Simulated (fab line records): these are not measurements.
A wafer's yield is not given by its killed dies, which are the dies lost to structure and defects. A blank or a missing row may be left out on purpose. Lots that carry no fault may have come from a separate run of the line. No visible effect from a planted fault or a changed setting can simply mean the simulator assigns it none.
A sampling plan put to the test / flow n5 finfet / one fab line, 45 faults that these records tell of, each judged on the records of the lots that it struck; 1 more is left out, because the records don't allow judging it
Plan = the line's own looks (route steps where a gauge or an inspection reads the wafer without altering it). A look can be judged if struck wafers have a number there and the file gives its usual mean and standard deviation on fault-free wafers. Caught: at a look after the fault's first step, the mean of the struck wafers lies 4 or more of those standard deviations (sigma) from the usual mean. On the tool: the identical test, applied to the tool's own readings at the steps of the fault. Caught also covers a different recipe on the struck wafers, or a record left blank for those wafers only.

THE FAULTS, as the simulator had put them in
1. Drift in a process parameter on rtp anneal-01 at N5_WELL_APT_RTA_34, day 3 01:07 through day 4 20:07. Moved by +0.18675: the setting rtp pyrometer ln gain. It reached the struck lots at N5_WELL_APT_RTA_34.
2. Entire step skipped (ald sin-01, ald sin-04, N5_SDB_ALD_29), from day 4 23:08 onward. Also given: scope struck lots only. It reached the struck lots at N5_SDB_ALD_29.
3. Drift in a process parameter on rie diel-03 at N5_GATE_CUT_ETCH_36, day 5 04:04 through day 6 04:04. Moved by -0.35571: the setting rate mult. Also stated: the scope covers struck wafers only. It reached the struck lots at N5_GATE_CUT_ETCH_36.
4. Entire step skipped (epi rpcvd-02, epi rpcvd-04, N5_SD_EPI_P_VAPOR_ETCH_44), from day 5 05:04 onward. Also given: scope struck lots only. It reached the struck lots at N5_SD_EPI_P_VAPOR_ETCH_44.
5. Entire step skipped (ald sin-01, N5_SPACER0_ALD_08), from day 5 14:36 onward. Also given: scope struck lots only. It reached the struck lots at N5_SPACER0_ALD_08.
6. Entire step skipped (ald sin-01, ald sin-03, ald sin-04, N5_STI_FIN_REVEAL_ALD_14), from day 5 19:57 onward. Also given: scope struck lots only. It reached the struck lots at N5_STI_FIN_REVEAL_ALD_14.
7. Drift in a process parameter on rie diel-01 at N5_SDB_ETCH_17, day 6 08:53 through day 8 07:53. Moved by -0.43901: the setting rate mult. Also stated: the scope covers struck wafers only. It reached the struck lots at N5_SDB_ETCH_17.
8. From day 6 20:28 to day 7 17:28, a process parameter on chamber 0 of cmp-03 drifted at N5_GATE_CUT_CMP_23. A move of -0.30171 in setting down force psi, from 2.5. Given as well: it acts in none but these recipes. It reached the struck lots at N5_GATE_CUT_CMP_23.
9. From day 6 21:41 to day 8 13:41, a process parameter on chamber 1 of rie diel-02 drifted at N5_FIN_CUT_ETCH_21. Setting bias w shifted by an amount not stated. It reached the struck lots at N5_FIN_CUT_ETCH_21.
10. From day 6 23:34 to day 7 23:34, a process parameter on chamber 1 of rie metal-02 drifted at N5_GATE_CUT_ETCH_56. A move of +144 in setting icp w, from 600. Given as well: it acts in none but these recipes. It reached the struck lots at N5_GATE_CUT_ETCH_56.
11. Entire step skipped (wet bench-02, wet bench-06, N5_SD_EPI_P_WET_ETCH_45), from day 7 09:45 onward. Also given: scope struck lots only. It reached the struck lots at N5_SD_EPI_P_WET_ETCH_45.
12. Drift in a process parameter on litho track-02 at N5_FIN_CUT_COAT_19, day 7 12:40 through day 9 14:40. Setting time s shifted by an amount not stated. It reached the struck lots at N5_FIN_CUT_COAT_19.
13. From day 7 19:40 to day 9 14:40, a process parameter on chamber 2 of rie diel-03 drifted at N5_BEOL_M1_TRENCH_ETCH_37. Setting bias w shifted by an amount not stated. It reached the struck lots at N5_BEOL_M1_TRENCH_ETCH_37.
14. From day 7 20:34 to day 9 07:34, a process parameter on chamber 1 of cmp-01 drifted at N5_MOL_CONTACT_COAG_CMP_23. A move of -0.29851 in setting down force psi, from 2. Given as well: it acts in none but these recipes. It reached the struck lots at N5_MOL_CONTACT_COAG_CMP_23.
15. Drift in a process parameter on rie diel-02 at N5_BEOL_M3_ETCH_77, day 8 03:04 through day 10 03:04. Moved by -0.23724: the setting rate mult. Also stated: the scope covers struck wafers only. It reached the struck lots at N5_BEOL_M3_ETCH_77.
16. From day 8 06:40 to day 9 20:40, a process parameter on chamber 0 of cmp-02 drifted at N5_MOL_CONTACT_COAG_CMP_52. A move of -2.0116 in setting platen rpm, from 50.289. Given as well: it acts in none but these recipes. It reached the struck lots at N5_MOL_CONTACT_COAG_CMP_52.
17. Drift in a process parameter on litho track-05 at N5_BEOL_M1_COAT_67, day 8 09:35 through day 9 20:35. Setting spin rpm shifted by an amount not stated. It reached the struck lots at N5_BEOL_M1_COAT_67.
18. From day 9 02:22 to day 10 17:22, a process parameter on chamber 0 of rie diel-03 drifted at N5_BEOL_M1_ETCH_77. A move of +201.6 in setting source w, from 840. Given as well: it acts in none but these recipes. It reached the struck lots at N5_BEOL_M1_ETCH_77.
19. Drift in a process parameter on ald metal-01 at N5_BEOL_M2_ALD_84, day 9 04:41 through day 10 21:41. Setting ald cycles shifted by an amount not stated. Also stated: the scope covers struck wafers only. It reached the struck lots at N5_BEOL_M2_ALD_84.
20. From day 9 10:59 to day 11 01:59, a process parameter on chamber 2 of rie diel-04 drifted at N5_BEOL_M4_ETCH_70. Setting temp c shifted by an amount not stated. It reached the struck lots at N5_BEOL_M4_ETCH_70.
21. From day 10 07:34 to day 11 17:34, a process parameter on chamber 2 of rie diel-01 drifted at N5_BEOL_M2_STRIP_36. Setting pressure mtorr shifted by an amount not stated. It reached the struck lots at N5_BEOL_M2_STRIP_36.
22. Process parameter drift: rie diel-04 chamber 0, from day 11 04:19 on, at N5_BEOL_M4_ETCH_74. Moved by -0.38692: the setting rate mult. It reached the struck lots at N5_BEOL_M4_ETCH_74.
23. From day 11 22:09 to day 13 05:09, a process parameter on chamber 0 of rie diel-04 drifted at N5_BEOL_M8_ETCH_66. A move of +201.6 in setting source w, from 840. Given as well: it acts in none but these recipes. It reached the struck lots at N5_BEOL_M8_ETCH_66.
24. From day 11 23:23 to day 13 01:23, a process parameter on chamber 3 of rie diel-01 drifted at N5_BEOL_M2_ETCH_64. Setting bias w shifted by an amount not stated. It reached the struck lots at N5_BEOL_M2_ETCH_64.
25. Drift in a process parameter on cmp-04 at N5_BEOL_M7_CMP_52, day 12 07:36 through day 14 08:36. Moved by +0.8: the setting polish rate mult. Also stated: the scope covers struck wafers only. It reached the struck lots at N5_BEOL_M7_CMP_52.
26. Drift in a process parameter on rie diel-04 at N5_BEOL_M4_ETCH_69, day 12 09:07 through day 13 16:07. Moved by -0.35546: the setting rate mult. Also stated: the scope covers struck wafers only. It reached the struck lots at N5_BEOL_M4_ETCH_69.
27. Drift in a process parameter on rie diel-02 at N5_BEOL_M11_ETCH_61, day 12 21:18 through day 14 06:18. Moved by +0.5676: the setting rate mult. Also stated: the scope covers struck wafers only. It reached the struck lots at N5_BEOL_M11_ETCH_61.
28. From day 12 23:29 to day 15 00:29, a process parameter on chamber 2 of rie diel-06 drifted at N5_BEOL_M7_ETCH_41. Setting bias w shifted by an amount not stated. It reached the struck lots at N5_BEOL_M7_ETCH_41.
29. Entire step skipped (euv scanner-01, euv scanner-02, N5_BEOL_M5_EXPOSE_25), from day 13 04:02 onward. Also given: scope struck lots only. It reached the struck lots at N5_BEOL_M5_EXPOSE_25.
30. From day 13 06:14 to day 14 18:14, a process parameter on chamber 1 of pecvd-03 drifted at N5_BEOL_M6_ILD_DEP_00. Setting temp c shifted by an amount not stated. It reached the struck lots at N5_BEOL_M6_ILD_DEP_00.
31. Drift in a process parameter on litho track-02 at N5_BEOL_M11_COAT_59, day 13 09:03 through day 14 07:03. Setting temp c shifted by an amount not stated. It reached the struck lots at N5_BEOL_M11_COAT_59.
32. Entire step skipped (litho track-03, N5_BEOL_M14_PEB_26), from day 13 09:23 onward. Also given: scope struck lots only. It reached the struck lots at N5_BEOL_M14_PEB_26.
33. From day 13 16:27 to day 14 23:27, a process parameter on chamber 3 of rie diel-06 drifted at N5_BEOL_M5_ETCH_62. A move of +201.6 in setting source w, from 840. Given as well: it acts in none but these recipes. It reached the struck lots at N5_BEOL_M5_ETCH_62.
34. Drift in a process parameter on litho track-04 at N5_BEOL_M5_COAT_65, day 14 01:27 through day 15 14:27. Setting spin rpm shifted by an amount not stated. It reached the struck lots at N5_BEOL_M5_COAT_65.
35. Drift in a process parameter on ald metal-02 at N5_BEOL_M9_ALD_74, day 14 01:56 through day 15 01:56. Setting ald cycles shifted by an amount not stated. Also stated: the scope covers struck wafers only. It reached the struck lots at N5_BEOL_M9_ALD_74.
36. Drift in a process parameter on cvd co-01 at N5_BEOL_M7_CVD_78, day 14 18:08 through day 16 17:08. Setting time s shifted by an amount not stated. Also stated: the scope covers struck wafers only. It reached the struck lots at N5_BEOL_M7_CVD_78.
37. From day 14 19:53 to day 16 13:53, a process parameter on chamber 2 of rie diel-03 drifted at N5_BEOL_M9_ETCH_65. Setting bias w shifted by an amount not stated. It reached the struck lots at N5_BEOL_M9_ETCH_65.
38. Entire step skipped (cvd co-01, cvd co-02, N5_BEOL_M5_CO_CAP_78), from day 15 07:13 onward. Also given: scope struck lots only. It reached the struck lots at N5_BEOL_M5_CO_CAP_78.
39. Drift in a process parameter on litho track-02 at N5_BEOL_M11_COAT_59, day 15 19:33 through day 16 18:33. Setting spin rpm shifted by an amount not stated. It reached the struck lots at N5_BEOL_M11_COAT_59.
40. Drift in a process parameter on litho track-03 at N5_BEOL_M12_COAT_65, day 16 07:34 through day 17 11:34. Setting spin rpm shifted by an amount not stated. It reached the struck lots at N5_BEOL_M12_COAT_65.
41. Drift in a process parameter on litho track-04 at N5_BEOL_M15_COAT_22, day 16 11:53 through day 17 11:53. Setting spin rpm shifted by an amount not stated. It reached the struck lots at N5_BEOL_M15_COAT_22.
42. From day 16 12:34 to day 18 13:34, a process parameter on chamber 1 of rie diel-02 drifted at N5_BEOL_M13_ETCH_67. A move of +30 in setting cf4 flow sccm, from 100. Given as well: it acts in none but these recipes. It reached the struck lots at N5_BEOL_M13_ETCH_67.
43. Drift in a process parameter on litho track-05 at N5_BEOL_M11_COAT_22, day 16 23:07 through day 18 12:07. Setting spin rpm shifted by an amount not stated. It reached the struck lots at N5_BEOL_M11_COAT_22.
44. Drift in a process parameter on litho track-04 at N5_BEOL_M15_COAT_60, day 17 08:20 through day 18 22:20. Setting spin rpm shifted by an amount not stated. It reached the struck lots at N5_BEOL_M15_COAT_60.
45. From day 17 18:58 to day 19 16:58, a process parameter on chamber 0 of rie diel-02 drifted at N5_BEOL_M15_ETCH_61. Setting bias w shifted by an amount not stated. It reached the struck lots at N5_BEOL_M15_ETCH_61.

WHAT THE PLAN SAW
fault=1; on the tool itself=lamp_zone_2_pct -21 sigma; first look that catches it=not the one look that can be judged after it; reading, sigma=-; median hours from its first step to that look=-; hours from the fault's start to the first struck lot there=-; judged looks passed uncaught=1
fault=2; on the tool itself=the tool's record is blank for the struck wafers; first look that catches it=no look after it can be judged; reading, sigma=-; median hours from its first step to that look=-; hours from the fault's start to the first struck lot there=-; judged looks passed uncaught=0
fault=3; on the tool itself=etch rf on time s +30 sigma; first look that catches it=not the one look that can be judged after it; reading, sigma=-; median hours from its first step to that look=-; hours from the fault's start to the first struck lot there=-; judged looks passed uncaught=1
fault=4; on the tool itself=the tool's record is blank for the struck wafers; first look that catches it=N5_BEOL_M4_RC_MEAS_101; reading, sigma=REXT_P +76; median hours from its first step to that look=170.7; hours from the fault's start to the first struck lot there=154; judged looks passed uncaught=0
fault=5; on the tool itself=the tool's record is blank for the struck wafers; first look that catches it=N5_BEOL_M4_RC_MEAS_101; reading, sigma=IOFF_N +26; median hours from its first step to that look=169.8; hours from the fault's start to the first struck lot there=144; judged looks passed uncaught=0
fault=6; on the tool itself=the tool's record is blank for the struck wafers; first look that catches it=not the one look that can be judged after it; reading, sigma=-; median hours from its first step to that look=-; hours from the fault's start to the first struck lot there=-; judged looks passed uncaught=1
fault=7; on the tool itself=etch rf on time s +61 sigma; first look that catches it=not the one look that can be judged after it; reading, sigma=-; median hours from its first step to that look=-; hours from the fault's start to the first struck lot there=-; judged looks passed uncaught=1
fault=8; on the tool itself=head pressure psi -53 sigma; first look that catches it=not the one look that can be judged after it; reading, sigma=-; median hours from its first step to that look=-; hours from the fault's start to the first struck lot there=-; judged looks passed uncaught=1
fault=9; on the tool itself=bias w -13 sigma; first look that catches it=not the one look that can be judged after it; reading, sigma=-; median hours from its first step to that look=-; hours from the fault's start to the first struck lot there=-; judged looks passed uncaught=1
fault=10; on the tool itself=rf fwd power W +63 sigma; first look that catches it=not the one look that can be judged after it; reading, sigma=-; median hours from its first step to that look=-; hours from the fault's start to the first struck lot there=-; judged looks passed uncaught=1
fault=11; on the tool itself=the tool's record is blank for the struck wafers; first look that catches it=not the one look that can be judged after it; reading, sigma=-; median hours from its first step to that look=-; hours from the fault's start to the first struck lot there=-; judged looks passed uncaught=1
fault=12; on the tool itself=run length s +12 sigma; first look that catches it=none of the 2 looks that can be judged after it; reading, sigma=-; median hours from its first step to that look=-; hours from the fault's start to the first struck lot there=-; judged looks passed uncaught=2
fault=13; on the tool itself=bias w +37 sigma; first look that catches it=not the one look that can be judged after it; reading, sigma=-; median hours from its first step to that look=-; hours from the fault's start to the first struck lot there=-; judged looks passed uncaught=1
fault=14; on the tool itself=head pressure psi -76 sigma; first look that catches it=not the one look that can be judged after it; reading, sigma=-; median hours from its first step to that look=-; hours from the fault's start to the first struck lot there=-; judged looks passed uncaught=1
fault=15; on the tool itself=etch rf on time s +18 sigma; first look that catches it=not the one look that can be judged after it; reading, sigma=-; median hours from its first step to that look=-; hours from the fault's start to the first struck lot there=-; judged looks passed uncaught=1
fault=16; on the tool itself=platen rpm -62 sigma; first look that catches it=not the one look that can be judged after it; reading, sigma=strongest: SS_P at N5_BEOL_M4_RC_MEAS_101, +2.0; median hours from its first step to that look=-; hours from the fault's start to the first struck lot there=-; judged looks passed uncaught=1
fault=17; on the tool itself=spin speed rpm -38 sigma; first look that catches it=none of the 2 looks that can be judged after it; reading, sigma=-; median hours from its first step to that look=-; hours from the fault's start to the first struck lot there=-; judged looks passed uncaught=2
fault=18; on the tool itself=rf fwd power W +80 sigma; first look that catches it=not the one look that can be judged after it; reading, sigma=-; median hours from its first step to that look=-; hours from the fault's start to the first struck lot there=-; judged looks passed uncaught=1
fault=19; on the tool itself=under 2 sigma; first look that catches it=not the one look that can be judged after it; reading, sigma=-; median hours from its first step to that look=-; hours from the fault's start to the first struck lot there=-; judged looks passed uncaught=1
fault=20; on the tool itself=temp c +32 sigma; first look that catches it=not the one look that can be judged after it; reading, sigma=-; median hours from its first step to that look=-; hours from the fault's start to the first struck lot there=-; judged looks passed uncaught=1
fault=21; on the tool itself=chamber pressure mTorr -99 or beyond sigma; first look that catches it=not the one look that can be judged after it; reading, sigma=-; median hours from its first step to that look=-; hours from the fault's start to the first struck lot there=-; judged looks passed uncaught=1
fault=22; on the tool itself=etch rf on time s +55 sigma; first look that catches it=not the one look that can be judged after it; reading, sigma=-; median hours from its first step to that look=-; hours from the fault's start to the first struck lot there=-; judged looks passed uncaught=1
fault=23; on the tool itself=rf fwd power W +74 sigma; first look that catches it=no look after it can be judged; reading, sigma=-; median hours from its first step to that look=-; hours from the fault's start to the first struck lot there=-; judged looks passed uncaught=0
fault=24; on the tool itself=bias w +95 sigma; first look that catches it=not the one look that can be judged after it; reading, sigma=-; median hours from its first step to that look=-; hours from the fault's start to the first struck lot there=-; judged looks passed uncaught=1
fault=25; on the tool itself=barrier field endpoint s -19 sigma; first look that catches it=not the one look that can be judged after it; reading, sigma=-; median hours from its first step to that look=-; hours from the fault's start to the first struck lot there=-; judged looks passed uncaught=1
fault=26; on the tool itself=etch rf on time s +41 sigma; first look that catches it=not the one look that can be judged after it; reading, sigma=-; median hours from its first step to that look=-; hours from the fault's start to the first struck lot there=-; judged looks passed uncaught=1
fault=27; on the tool itself=etch rf on time s -27 sigma; first look that catches it=no look after it can be judged; reading, sigma=-; median hours from its first step to that look=-; hours from the fault's start to the first struck lot there=-; judged looks passed uncaught=0
fault=28; on the tool itself=bias w -96 sigma; first look that catches it=no look after it can be judged; reading, sigma=-; median hours from its first step to that look=-; hours from the fault's start to the first struck lot there=-; judged looks passed uncaught=0
fault=29; on the tool itself=no reading that can be judged; first look that catches it=no look after it can be judged; reading, sigma=-; median hours from its first step to that look=-; hours from the fault's start to the first struck lot there=-; judged looks passed uncaught=0
fault=30; on the tool itself=susceptor temp C +29 sigma; first look that catches it=no look after it can be judged; reading, sigma=-; median hours from its first step to that look=-; hours from the fault's start to the first struck lot there=-; judged looks passed uncaught=0
fault=31; on the tool itself=plate temp C -19 sigma; first look that catches it=no look after it can be judged; reading, sigma=-; median hours from its first step to that look=-; hours from the fault's start to the first struck lot there=-; judged looks passed uncaught=0
fault=32; on the tool itself=the tool's record is blank for the struck wafers; first look that catches it=no look after it can be judged; reading, sigma=-; median hours from its first step to that look=-; hours from the fault's start to the first struck lot there=-; judged looks passed uncaught=0
fault=33; on the tool itself=rf fwd power W +77 sigma; first look that catches it=not the one look that can be judged after it; reading, sigma=-; median hours from its first step to that look=-; hours from the fault's start to the first struck lot there=-; judged looks passed uncaught=1
fault=34; on the tool itself=spin speed rpm -99 or beyond sigma; first look that catches it=no look after it can be judged; reading, sigma=-; median hours from its first step to that look=-; hours from the fault's start to the first struck lot there=-; judged looks passed uncaught=0
fault=35; on the tool itself=under 2 sigma; first look that catches it=no look after it can be judged; reading, sigma=-; median hours from its first step to that look=-; hours from the fault's start to the first struck lot there=-; judged looks passed uncaught=0
fault=36; on the tool itself=run length s -5.0 sigma; first look that catches it=no look after it can be judged; reading, sigma=-; median hours from its first step to that look=-; hours from the fault's start to the first struck lot there=-; judged looks passed uncaught=0
fault=37; on the tool itself=bias w +86 sigma; first look that catches it=no look after it can be judged; reading, sigma=-; median hours from its first step to that look=-; hours from the fault's start to the first struck lot there=-; judged looks passed uncaught=0
fault=38; on the tool itself=the tool's record is blank for the struck wafers; first look that catches it=no look after it can be judged; reading, sigma=-; median hours from its first step to that look=-; hours from the fault's start to the first struck lot there=-; judged looks passed uncaught=0
fault=39; on the tool itself=spin speed rpm +99 or beyond sigma; first look that catches it=no look after it can be judged; reading, sigma=-; median hours from its first step to that look=-; hours from the fault's start to the first struck lot there=-; judged looks passed uncaught=0
fault=40; on the tool itself=spin speed rpm +99 or beyond sigma; first look that catches it=no look after it can be judged; reading, sigma=-; median hours from its first step to that look=-; hours from the fault's start to the first struck lot there=-; judged looks passed uncaught=0
fault=41; on the tool itself=spin speed rpm -88 sigma; first look that catches it=no look after it can be judged; reading, sigma=-; median hours from its first step to that look=-; hours from the fault's start to the first struck lot there=-; judged looks passed uncaught=0
fault=42; on the tool itself=cf4 flow sccm +99 or beyond sigma; first look that catches it=no look after it can be judged; reading, sigma=-; median hours from its first step to that look=-; hours from the fault's start to the first struck lot there=-; judged looks passed uncaught=0
fault=43; on the tool itself=spin speed rpm -99 or beyond sigma; first look that catches it=not the one look that can be judged after it; reading, sigma=-; median hours from its first step to that look=-; hours from the fault's start to the first struck lot there=-; judged looks passed uncaught=1
fault=44; on the tool itself=spin speed rpm +99 or beyond sigma; first look that catches it=no look after it can be judged; reading, sigma=-; median hours from its first step to that look=-; hours from the fault's start to the first struck lot there=-; judged looks passed uncaught=0
fault=45; on the tool itself=bias w +29 sigma; first look that catches it=no look after it can be judged; reading, sigma=-; median hours from its first step to that look=-; hours from the fault's start to the first struck lot there=-; judged looks passed uncaught=0
A dash: the fault isn't caught, or these records don't give the number.

Caught at a look: 2 of 45. Caught on the tool: 42 of 45. By one or the other: 42 of 45.
Caught on the tool alone: faults 1, 2, 3, 6, 7, 8, 9, 10, 11, 12, 13, 14, 15, 16, 17, 18, 20, 21, 22, 23, 24, 25, 26, 27, 28, 30, 31, 32, 33, 34, 36, 37, 38, 39, 40, 41, 42, 43, 44, 45.
Caught by neither: faults 19, 29, 35.

THINNER SAMPLING
Were the look that catches a fault to measure just every second or every third lot (counted by lot number), the first struck lot would, at worst, be measured this late:
fault=4; struck lots at that look, in order of time=L886, L887; every lot=154 h; every second lot=199 h; every third lot=may miss all 2
fault=5; struck lots at that look, in order of time=L591, L592, L593; every lot=144 h; every second lot=180 h; every third lot=194 h
Hours: fault start to first struck lot measured. Since the struck wafers were tested as one group against 4 sigma, a single lot by itself may lie under the limit. Other struck lots may not be in these records.

THE LONGEST TIMED WAY FROM STEP TO LOOK
In fault 4, a median of 170.7 hours elapses between N5_SD_EPI_P_VAPOR_ETCH_44 and N5_BEOL_M4_RC_MEAS_101. No look between them can be judged.
